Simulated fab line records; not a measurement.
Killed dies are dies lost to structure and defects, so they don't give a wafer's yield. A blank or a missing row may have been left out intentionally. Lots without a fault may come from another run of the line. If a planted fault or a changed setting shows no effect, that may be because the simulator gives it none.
fab line records ; flow n5Finfet
[record] lots = 6; wafers = 18; lastDay = 21
route steps=1938 shown BEOL_M8@1338
lots untouched by any fault: they come from a run of this same line in which no faults occurred
startH: hours from the record's first day to the start of the lot's first wafer shown ; waitH: how many hours have passed since the lot's step before this one ; " unchanged from the row above ; L1.1+2: a row that stands for several wafers ; - either no value or no given start ; * or withheld: withheld ; < > ~ a bound
route shown NAME@n: names a module that has steps shown in the file, with the first one's number in the route ; usual: the fault-free wafers' mean and standard deviation ; same: alike in all rows ; chamber/n: place in a boat ; sites: each site's reading ; _std_site: how widely they spread, as a standard deviation ; _edge_site: outer sites' mean less inner sites' ; radiusMm: how far each site lies from the wafer's centre ; mask NAME#n: copy n ; behind: the most recent tool/chamber to have shaped the wafer ; hold: reason for holding the lot/hours on hold/outcome of the hold ; device: the transistor (n, p or np) that didn't switch ; end of line: tests run on the same wafers once the route is complete ; a step with no rows: only its recipe ; killed: count of dies lost to structure and defects at first sort (not the wafer's yield) ; map: dies across one wafer; x = killed, . = not, _ = none there
set.NAME: the run value of the setting; set.NAME@STEP: its run value at that earlier step ; model.NAME: the simulator's own value behind a step, which no gauge read
certain route steps with their lots: each step a table, each wafer a row
services: a tool's chamber out of use, with start hour (startH, from the record's first day; less than 0 if before it), hours out, and reason
[[steps]]
[step N5_BEOL_M8_COAT_60]
[recipe] resist = SiARC; tempC = 220; timeS = 60; spinRpm = 1500; resistThkNm = 35
[step N5_BEOL_M8_COAT_05]
[recipe] resist = CAR-ArF; spinRpm = 1500; resistThkNm = 90
[step N5_BEOL_M8_EBR_07]
[recipe] solvent = PGMEA; ebrWidthMm = 1.5
[step N5_BEOL_M8_SOFTBAKE_06]
[recipe] tempC = 110; timeS = 60; resist = CAR-ArF
[step N5_BEOL_M8_EXPOSE_08]
[recipe] maskId = M8; na = 1.35; sourceShape = dipole; sigmaInner = 0.817; sigmaOuter = 0.97; polarization = te; doseMj = 68.25
[step N5_BEOL_M8_PEB_09]
[recipe] pebTempC = withheld; pebTimeS = 60; resist = CAR-ArF
[step N5_BEOL_M8_DEVELOP_10]
[recipe] developTimeS = 30; developer = TMAH; resist = CAR-ArF; rinseLiquid = diw; dry = airSpin; devTempC = 23
[step N5_BEOL_M8_CD_MEAS_11]
[recipe] targetCdNm = 38.5; landingEnergyEv = 500; detector = seInlens; polarity = opening
[usual] cdNm = 37.9/0.56
lot.wafer;tool;chamber;startH;waitH;cdNm
L907.2;cdSem-02;0;354.41;-;37.2
L907.4;cdSem-02;0;354.41;-;38.1
L907.6;cdSem-02;0;354.41;-;38.4
L912.3;cdSem-02;0;377.86;-;39.3
L912.4;cdSem-02;0;377.86;-;37.5
L912.6;cdSem-02;0;377.86;-;37.9
L910.3;cdSem-03;0;385.62;-;38.4
L910.4;cdSem-03;0;385.62;-;38.2
L910.5;cdSem-03;0;385.62;-;37.6
L913.1;cdSem-02;0;391.71;-;38.7
L913.4;cdSem-02;0;391.71;-;38.6
L913.5;cdSem-02;0;391.71;-;38.3
L917.2;cdSem-02;0;417.97;-;37.0
L917.5;cdSem-02;0;417.97;-;37.3
L917.6;cdSem-02;0;417.97;-;38.5
L920.1;cdSem-02;0;435.83;-;38.9
L920.4;cdSem-02;0;435.83;-;39.0
L920.5;cdSem-02;0;435.83;-;38.6
[step N5_BEOL_M8_OVL_MEAS_12]
[recipe] pointsPerWafer = 44
[usual] M8_OVL = 0.8/0.8
lot.wafer;tool;chamber;startH;waitH;M8_OVL[nm]
L907.2;overlay-01;0;354.44;0.0;2.0
L907.4;overlay-01;0;354.44;0.0;2.1
L907.6;overlay-01;0;354.44;0.0;1.3
L912.3;overlay-02;0;377.89;0.0;0.6
L912.4;overlay-02;0;377.89;0.0;-0.3
L912.6;overlay-02;0;377.89;0.0;-0.5
L910.3;overlay-01;0;385.65;0.0;0.9
L910.4;overlay-01;0;385.65;0.0;0.9
L910.5;overlay-01;0;385.65;0.0;-0.2
L913.1;overlay-02;0;391.74;0.0;-1.1
L913.4;overlay-02;0;391.74;0.0;0.8
L913.5;overlay-02;0;391.74;0.0;0.1
L917.2;overlay-01;0;418.00;0.0;1.6
L917.5;overlay-01;0;418.00;0.0;0.5
L917.6;overlay-01;0;418.00;0.0;1.5
L920.1;overlay-02;0;435.86;0.0;0.1
L920.4;overlay-02;0;435.86;0.0;1.5
L920.5;overlay-02;0;435.86;0.0;0.9
[step N5_BEOL_M8_INSPECT_13]
[recipe] mode = adi; inspectInstrument = brightfield
[usual] rawDefectCount = 380/76
lot.wafer;tool;chamber;startH;waitH;rawDefectCount
L907.2;defectInspect-02;-;354.46;0.0;387
L907.4;defectInspect-02;-;354.46;0.0;391
L907.6;defectInspect-02;-;354.46;0.0;298
L912.3;defectInspect-01;-;377.91;0.0;460
L912.4;defectInspect-01;-;377.91;0.0;374
L912.6;defectInspect-01;-;377.91;0.0;351
L910.3;defectInspect-01;-;385.67;0.0;420
L910.4;defectInspect-01;-;385.67;0.0;543
L910.5;defectInspect-01;-;385.67;0.0;438
L913.1;defectInspect-02;-;391.76;0.0;296
L913.4;defectInspect-02;-;391.76;0.0;380
L913.5;defectInspect-02;-;391.76;0.0;272
L917.2;defectInspect-02;-;418.02;0.0;434
L917.5;defectInspect-02;-;418.02;0.0;298
L917.6;defectInspect-02;-;418.02;0.0;354
L920.1;defectInspect-01;-;435.88;0.0;457
L920.4;defectInspect-01;-;435.88;0.0;517
L920.5;defectInspect-01;-;435.88;0.0;373
[step N5_BEOL_M8_DESCUM_16]
[recipe] chemistry = O2; timeS = 7.9; sourcePowerW = 50; biasPowerW = 20; pressureMtorr = 20; rfFrequencyHz = 2.712e+07; tempC = 40; resist = CAR-ArF; o2FlowSccm = 225
[usual] drypumpMotorCurrentA = 6.0/0.4; oesProductAu = 0.80/0.077; rfVppV = 243.6/1.3; showerheadPlenumPTorr = 2.12/0.066; throttleValvePct = 20.37/0.21
lot.wafer;tool;chamber;startH;waitH;drypumpMotorCurrentA;oesProductAu;rfHoursCounterH;rfVppV;showerheadPlenumPTorr;throttleValvePct
L907.2;rieDiel-01;0;354.49;0.0;6.2;0.76;148;244.8;2.18;20.39
L907.4;rieDiel-01;1;354.49;0.0;5.9;0.88;-;243.0;2.06;20.62
L907.6;rieDiel-01;0;354.49;0.0;6.2;0.75;-;243.5;2.18;20.39
L912.3;rieDiel-05;1;378.19;0.3;6.2;0.81;96;246.2;2.20;20.67
L912.4;rieDiel-05;0;378.19;0.3;5.7;0.73;131;244.6;2.19;20.19
L912.6;rieDiel-05;3;378.19;0.3;6.7;0.77;-;245.2;2.22;20.52
L910.3;rieDiel-05;3;385.86;0.2;6.7;0.78;104;244.6;2.22;20.53
L910.4;rieDiel-05;0;385.86;0.2;5.7;0.72;135;244.9;2.19;20.20
L910.5;rieDiel-05;3;385.86;0.2;6.7;0.78;-;245.5;2.22;20.53
L913.1;rieDiel-05;1;392.06;0.3;6.2;0.80;103;244.2;2.20;20.68
L913.4;rieDiel-05;3;392.06;0.3;6.7;0.77;107;245.7;2.22;20.55
L913.5;rieDiel-05;2;392.06;0.3;5.8;0.77;-;242.3;2.07;20.18
L917.2;rieDiel-01;2;418.06;0.0;5.5;0.91;21;242.3;2.04;19.97
L917.5;rieDiel-01;2;418.06;0.0;5.5;0.91;-;243.0;2.04;19.97
L917.6;rieDiel-01;1;418.06;0.0;6.0;0.83;-;243.7;2.05;20.68
L920.1;rieDiel-01;2;435.92;0.0;5.5;0.89;28;242.4;2.04;20.01
L920.4;rieDiel-01;2;435.92;0.0;5.5;0.90;-;242.5;2.04;19.98
L920.5;rieDiel-01;0;435.92;0.0;6.2;0.73;-;244.6;2.16;20.44
[step N5_BEOL_M8_ETCH_61]
[recipe] chemistry = CF4; target = SiARC; targetDepthA = 455; maskMaterial = CAR-ArF; timeS = 75.8; ionEnergyEv = 80; pressureMtorr = 40; sourceW = 545; biasW = 36; Ar_flow_sccm = 100; cf4FlowSccm = 100; ends = cleared
[usual] biasW = 36.00/0.12; cf4FlowSccm = 100.0/0.31; drypumpMotorCurrentA = 6.0/0.4; etchRfOnTimeS = 75.8/2; oesProductAu = 0.68/0.066; rfVppV = 184.3/1.2; showerheadPlenumPTorr = 2.16/0.061; throttleValvePct = 15.52/0.14
lot.wafer;tool;chamber;startH;waitH;biasW;cf4FlowSccm;drypumpMotorCurrentA;etchRfOnTimeS;oesProductAu;rfHoursCounterH;rfVppV;showerheadPlenumPTorr;throttleValvePct
L907.2;rieDiel-01;0;354.53;0.0;36.14;100.2;6.2;76.6;0.64;148;185.6;2.23;15.62
L907.4;rieDiel-01;1;354.53;0.0;35.92;99.9;5.9;74.8;0.75;-;183.3;2.10;15.56
L907.6;rieDiel-01;0;354.53;0.0;36.06;100.0;6.2;76.5;0.65;-;184.5;2.23;15.62
L912.3;rieDiel-05;1;378.23;0.0;36.23;99.9;6.2;75.4;0.69;96;184.2;2.25;15.75
L912.4;rieDiel-05;0;378.23;0.0;36.15;100.7;5.7;74.6;0.64;131;184.6;2.23;15.38
L912.6;rieDiel-05;3;378.23;0.0;35.77;99.9;6.7;73.6;0.69;-;186.7;2.24;15.44
L910.3;rieDiel-05;3;385.90;0.0;36.01;99.9;6.7;72.9;0.68;104;184.4;2.23;15.44
L910.4;rieDiel-05;0;385.90;0.0;36.27;99.9;5.7;74.2;0.65;135;186.2;2.22;15.39
L910.5;rieDiel-05;3;385.90;0.0;35.85;99.9;6.7;72.6;0.69;-;186.2;2.23;15.45
L913.1;rieDiel-05;1;392.09;0.0;36.24;100.4;6.2;75.9;0.68;103;184.4;2.25;15.76
L913.4;rieDiel-05;3;392.09;0.0;35.75;99.6;6.7;73.1;0.68;107;184.4;2.23;15.46
L913.5;rieDiel-05;2;392.09;0.0;36.08;99.7;5.8;78.0;0.66;-;184.2;2.15;15.58
L917.2;rieDiel-01;2;418.09;0.0;35.99;100.1;5.6;74.3;0.78;21;182.1;2.10;15.22
L917.5;rieDiel-01;2;418.09;0.0;36.11;100.2;5.5;74.3;0.79;-;182.2;2.10;15.21
L917.6;rieDiel-01;1;418.09;0.0;36.19;100.0;5.9;75.4;0.71;-;183.1;2.09;15.61
L920.1;rieDiel-01;2;435.95;0.0;35.89;100.4;5.5;74.1;0.77;28;183.8;2.10;15.25
L920.4;rieDiel-01;2;435.95;0.0;35.83;100.0;5.6;74.0;0.76;-;182.9;2.10;15.23
L920.5;rieDiel-01;0;435.95;0.0;35.83;100.3;6.2;76.7;0.62;-;184.3;2.22;15.70
[step N5_BEOL_M8_ETCH_62]
[recipe] chemistry = N2/H2; target = SOC; targetDepthA = 1100; overetchA = 220; maskMaterial = SiARC; tempC = 40; timeS = 165; ionEnergyEv = 200; pressureMtorr = 30; sourceW = 840; biasW = 150; n2FlowSccm = 200; h2FlowSccm = 200
[usual] biasW = 150.0/0.47; drypumpMotorCurrentA = 6.0/0.4; oesProductAu = 0.68/0.06; rfVppV = 524.6/2.2; showerheadPlenumPTorr = 2.57/0.081; throttleValvePct = 17.79/0.24
lot.wafer;tool;chamber;startH;waitH;biasW;drypumpMotorCurrentA;oesProductAu;rfHoursCounterH;rfVppV;showerheadPlenumPTorr;throttleValvePct;model.SiARC_of_BEOL_M8_COAT_60.thkNm
L907.2;rieDiel-01;0;354.59;0.0;150.5;6.2;0.64;148;528.1;2.68;18.12;28.4
L907.4;rieDiel-01;1;354.59;0.0;149.4;5.9;0.74;-;522.6;2.47;17.80;28
L907.6;rieDiel-01;0;354.59;0.0;151.0;6.2;0.65;-;526.9;2.68;18.11;28.4
L912.3;rieDiel-05;1;378.28;0.0;149.5;6.2;0.68;96;526.0;2.69;18.19;27.8
L912.4;rieDiel-05;0;378.28;0.0;150.0;5.7;0.63;131;526.2;2.63;17.42;28.4
L912.6;rieDiel-05;3;378.28;0.0;150.2;6.7;0.67;-;527.4;2.65;17.54;28
L910.3;rieDiel-05;3;385.95;0.0;196.3;6.8;0.66;104;623.0;2.65;17.56;25.6
L910.4;rieDiel-05;0;385.95;0.0;195.7;5.7;0.63;135;623.2;2.63;17.40;26
L910.5;rieDiel-05;3;385.95;0.0;195.7;6.7;0.67;-;622.4;2.65;17.55;25.6
L913.1;rieDiel-05;1;392.15;0.0;196.2;6.2;0.67;103;624.5;2.69;18.17;25.4
L913.4;rieDiel-05;3;392.15;0.0;195.7;6.7;0.66;107;624.9;2.65;17.55;25.6
L913.5;rieDiel-05;2;392.15;0.0;195.7;5.8;0.66;-;622.1;2.56;17.86;26.2
L917.2;rieDiel-01;2;418.15;0.0;150.5;5.5;0.76;21;523.6;2.50;17.49;28.2
L917.5;rieDiel-01;1;418.15;0.0;150.2;5.9;0.68;-;520.8;2.46;17.86;28.2
L917.6;rieDiel-01;2;418.15;0.0;150.1;5.5;0.76;-;521.6;2.50;17.50;28
L920.1;rieDiel-01;2;436.01;0.0;149.5;5.5;0.74;28;522.0;2.50;17.52;27.6
L920.4;rieDiel-01;2;436.01;0.0;149.7;5.6;0.75;-;523.3;2.50;17.51;27.8
L920.5;rieDiel-01;0;436.01;0.0;150.1;6.2;0.62;-;525.7;2.67;18.17;28.4
[step N5_BEOL_M8_STRIP_68]
[recipe] chemistry = N2/H2; tempC = 40; n2FlowSccm = 200; h2FlowSccm = 200; rfFrequencyHz = 6e+07
[[services]]
tool;chamber;startH;hours;kind
rieDiel-01;2;354.43;-;clean
rieDiel-01;2;354.43;-;consumableReplace:focusRing
rieDiel-01;2;354.43;23.2;scheduledDown
rieDiel-01;2;354.43;23.2;ventCycle
rieDiel-05;0;359.21;8.0;repair
rieDiel-01;3;377.91;-;clean
rieDiel-01;3;377.91;-;consumableReplace:focusRing
rieDiel-01;3;377.91;30.8;scheduledDown
rieDiel-01;3;377.91;30.8;ventCycle
rieDiel-05;-;410.63;0.9;repair
rieDiel-01;3;432.33;4.8;repair
[[key]]
[firstSign] step = N5_BEOL_M8_ETCH_62; reading = biasW; direction = up; sigmas = 98; usual = *; struck = *
[effect] step = N5_BEOL_M8_ETCH_62; reading = rfVppV; direction = up; sigmas = 44; usual = 524.6; struck = 623.3
[modelEffect] step = N5_BEOL_M8_ETCH_62; value = SiARC_of_BEOL_M8_COAT_60.thkNm; without = 28.2; struck = 25.73
metAt N5_BEOL_M8_ETCH_62
struckWafers L910.3,L910.4,L910.5,L913.1,L913.4,L913.5
[baselineLoss] step = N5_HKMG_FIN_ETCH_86; wafers = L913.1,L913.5
onsetBetween 378.28 385.95
[fault] kind = processParameterDrift; tool = rieDiel-05; chamber = -; onsetH = 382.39; steps = N5_BEOL_M8_ETCH_62; channel = biasW; offset = *; shape = step; endH = 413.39; actsIn = *; stated = *
// baselineLoss: these wafers lose ten dies or more at that step, a loss of the line's own and not of a fault; the sort's usual values leave them out
